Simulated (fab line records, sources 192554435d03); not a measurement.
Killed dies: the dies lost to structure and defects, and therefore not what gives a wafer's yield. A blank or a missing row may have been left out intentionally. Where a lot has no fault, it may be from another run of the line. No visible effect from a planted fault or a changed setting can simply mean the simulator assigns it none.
Struck lot and sound lot, side by side ; flow n5 finfet ; 41 steps out of a route of 1938
Sound: these wafers, L362.1, L362.4, L362.5. Struck: wafer L363.6 (L363.2, L363.3, from the same lot, were not struck and are left out); the cause is given at the end.
For every step that has rows: the tool of each side, followed by ch and its chambers, followed by its first start. Under that, the readings that differ: sound wafers ; struck wafers ; difference of the means ; sigmas: that difference in standard deviations of wafers without a fault.
alike: words and numbers the same on both sides, and readings whose means are apart by under 2 such deviations; not compared: readings that were withheld, readings missing a value for some wafer, numbers with overlapping values and no deviation given by the record, and bounds like >300 which may hide the same value.
A row with sigmas, a row that says differs or no value, or rows on one side alone: a step with any of these is where the two part. When numbers do not overlap yet have no deviation, they are printed without sigmas and do not part them. A reading missing from all wafers of one side parts the sides only when that side holds two or more wafers.

first, 12 steps without rows for these wafers: N5_HKMG_FIN_STRIP_33 (strips in N2/H2); N5_HKMG_FIN_STRIP_34 (strips in CF4); N5_HKMG_FIN_ETCH_35 (etches SOC in N2/H2, target depth 215.8 nm, time 243.4 s); N5_HKMG_FIN_STRIP_92 (strips SOC in N2/H2, time 20 s); N5_HKMG_FIN_WET_ETCH_18 (etches TiN in SC1, time 55 s, target depth 5.2 nm, rinse time 30 s); N5_HKMG_FIN_STRIP_19 (strips in N2/H2, time 360 s); N5_HKMG_FIN_ALD_91 (deposits TiN, target thk 1 nm, pulse time 1 s, purge time 3 s); N5_HKMG_FIN_COAT_85 (time 60 s, resist thk 300 nm); N5_HKMG_FIN_ETCH_86 (etches SOC in N2/H2, stops on TiN, target depth 393.2 nm); N5_HKMG_FIN_STRIP_89 (strips SOC in N2/H2, time 20 s); N5_HKMG_FIN_WET_ETCH_87 (etches TiN in SC1, time 154.2 s, target depth 4.7 nm, rinse time 30 s); N5_HKMG_FIN_STRIP_88 (strips in N2/H2, time 360 s).
N5_HKMG_FIN_NWFM_ALD_20: deposits TiAlC, target thk 2 nm, pulse time 3 s, purge time 2 s.
  sound on ald metal-02 ch 0,2,3, day 9 21:59; struck on ald metal-03 ch 2, day 9 23:08
reading;sound;struck;difference;sigmas
ald cycles;7 7 7;9;+2;
precursor pulse height rel;0.994 1.002 0.989;1.034;+0.039;+2
model.TiAlC_of_HKMG_FIN_NWFM_ALD_20.thk nm (nm);2 2 2;2.6;+0.6;
  alike: chamber pressure Torr, heater power w
then, 26 steps without rows for these wafers: N5_HKMG_FIN_ALD_71 (deposits TiN, target thk 1 nm, pulse time 1 s, purge time 3 s); N5_HKMG_FIN_COAT_66 (time 60 s, resist thk 300 nm); N5_HKMG_FIN_ETCH_67 (etches SOC in N2/H2, stops on TiN, target depth 388.9 nm); N5_HKMG_FIN_STRIP_90 (strips SOC in N2/H2, time 20 s); N5_HKMG_FIN_WET_ETCH_73 (etches the open film in SC1, time 42.3 s, target depth 1.3 nm, rinse time 30 s); N5_HKMG_FIN_ETCHBACK_68 (etches the open film in Cl2/Ar, stops on HfO2, target depth 0.5 nm); N5_HKMG_FIN_STRIP_69 (strips in N2/H2, time 360 s); N5_HKMG_FIN_ALD_21 (deposits TiN, target thk 1.5 nm, pulse time 1 s, purge time 3 s); N5_HKMG_FIN_ALD_72 (deposits W, target thk 2 nm, pulse time 1 s, purge time 2 s); N5_HKMG_FIN_W_FILL_22 (material W, target thk 60 nm, time 18.2 s); N5_HKMG_FIN_PRECLEAN_83 (cleans in DIW, time 57.5 s); N5_HKMG_FIN_SRD_84 (dry time 32 s); N5_HKMG_FIN_CMP_23 (polishes, stops on SiNx, t overpolish 10 s, target thk 46.326 nm); N5_HKMG_FIN_CMP_94 (polishes, stops on SiNx, t overpolish 4.7 s, target thk 43.299 nm); N5_GATE_CUT_ETCHBACK_00 (etches W in SF6/Cl2); N5_GATE_CUT_ETCH_56 (etches TiN in Cl2/Ar, target depth 21.6 nm); N5_GATE_CUT_ETCHBACK_30 (etches TiN in Cl2/Ar, target depth 3 nm); N5_GATE_CUT_VAPOR_ETCH_60 (etches HfO2 in BCl3/Cl2); N5_GATE_CUT_ETCH_58 (etches SiNx in CH3F/O2, target depth 17 nm, time 128.6 s); N5_GATE_CUT_STRIP_59 (strips in N2/H2, time 20 s); N5_GATE_CUT_PRECLEAN_31 (cleans in DIW, time 300 s); N5_GATE_CUT_SRD_32 (time 30 s); N5_GATE_CUT_SAC_CAP_01 (material SiNx, target thk 24 nm, pulse time 1 s, ald cycles 480); N5_GATE_CUT_PECVD_57 (deposits SiNx from SiH4/NH3/N2, target thk 21 nm); N5_GATE_CUT_CMP_02 (polishes, stops on SiO2, t overpolish 12.7 s, target thk 0 nm); N5_GATE_CUT_HM_DEP_46 (deposits SiO2 from TEOS/O2, target thk 130 nm, time 26.6 s).
-- here the record skips 4 days between the struck wafers' starts before and after, leaving off in module GATE_CUT and picking up in module BEOL_M4 (first step shown: number 1111 of the route) --
N5_BEOL_M4_RC_MEAS_101:
  sound on prober-02 ch 0, day 13 13:40; struck on prober-02 ch 0, day 13 18:43
reading;sound;struck;difference;sigmas
DIBL_P (mV/V);37.4 36.5 36.0;40.0;+3.4;+2
IOFF_N (nA/um);0.172 0.165 0.148;0.662;+0.500;+24
IOFF_N_85C (nA/um);3.3 3.1 2.9;10.0;+6.9;+20
IOFF_N_LIN (nA/um);0.078 0.075 0.069;0.287;+0.213;+26
IOFF_N_LONG (nA/um);5.3e-05 5.3e-05 5.3e-05;0.000152;+0.000099;+33
ION_N (uA/um);676 674 675;758;+83;+9
VT_N (mV);251.2 250.1 251.8;212.3;-38.7;-16
VT_N_LONG (mV);275.5 273.9 275.1;239.2;-35.6;-17
VT_N_LVT (mV);100.7 100.7 102.2;59.9;-41.3;-15
VT_P (mV);-251.8 -251.7 -252.5;-258.2;-6.2;-2
VT_P_LONG (mV);-274.3 -274.6 -274.7;-286.9;-12.4;-4
  alike: DIBL_N, IOFF_P, ION_P, SS_N, SS_P
-- record jumps: 4 days separate the struck wafers' starts on either side; left off in module BEOL_M4, taken up again in module PASSIVATION, whose first shown step is the route's number 1936 --
N5_PASSIVATION_PROBE_49:
  sound: prober-02 at day 17 19:25; struck: prober-01 at day 17 19:59
reading;sound;struck;difference;sigmas
killed_at_M4_up;11 23 17;8;-9;-2
sort_bin_4_leakage (%);0 0 0;86.61;+86.61;
sort n pass;1080 1062 1080;78;-996;-66
sort yield pct (%);91.5 90.0 91.5;6.6;-84.4;-65
  alike: defect limited yield, killed_at_M0_to_M3, killed at contacts, killed at front end, killed at other, killed dies, killed open, killed short, sort_bin_5_function, sort_bin_6_memory

WHERE THEY PART
Last at N5_PASSIVATION_PROBE_49 as far as this record goes, first at N5_HKMG_FIN_NWFM_ALD_20.

WHY: whatever the simulator had introduced
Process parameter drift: ald metal-03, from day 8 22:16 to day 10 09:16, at N5_HKMG_FIN_NWFM_ALD_20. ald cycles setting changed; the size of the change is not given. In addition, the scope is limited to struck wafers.
